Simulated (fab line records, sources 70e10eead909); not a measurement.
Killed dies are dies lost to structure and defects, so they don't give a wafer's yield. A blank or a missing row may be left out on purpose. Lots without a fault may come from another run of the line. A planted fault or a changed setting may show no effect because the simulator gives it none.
Chamber matching | flow nand_harc | NHARC_P_M1_DEP_33 on pecvd-04: 3 sister chambers
The step deposits SiCN, target thk 30 nm. 3 wafers are shown with their chamber, then 8 later ones without.

WAFERS WITH THEIR CHAMBER
wafer  | chamber | heater_power_w (W)
L915.2 | 0       | 640
L915.3 | 1       | 616
L921.2 | 2       | 640

WAFERS WITHOUT THEIR CHAMBER
wafer  | heater_power_w (W)
L921.3 | 569
L921.5 | 712
L925.1 | 664
L925.2 | 703
L925.3 | 526
L929.1 | 519
L929.2 | 628
L929.6 | 705

WHICH CHAMBER EACH WENT THROUGH
wafer  | from the rows above          | in truth
L921.3 | can't be placed: 1 or 0 or 2 | 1
L921.5 | can't be placed: 0 or 2 or 1 | 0
L925.1 | can't be placed: 0 or 2 or 1 | 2
L925.2 | can't be placed: 0 or 2 or 1 | 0
L925.3 | can't be placed: 1 or 0 or 2 | 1
L929.1 | can't be placed: 1 or 0 or 2 | 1
L929.2 | can't be placed: 0 or 1 or 2 | 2
L929.6 | can't be placed: 0 or 2 or 1 | 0
Placed correctly: 0 of 8. Can't be placed from these rows: 8 (the true chamber is among the candidates in 8). Placed wrongly: 0.
How it was worked out, from the rows above alone: a wafer's distance from a chamber is the root of the sum, over the readings, of the square of ((its reading less the chamber's mean) divided by the reading's scatter). The wafer belongs to the nearest chamber; if the next one is less than 2 further off, it can't be placed. A chamber's mean is the mean of its shown wafers. The scatter: with one shown wafer a chamber, the root of the mean of the squares of how far each hidden wafer lies from its nearest shown one.
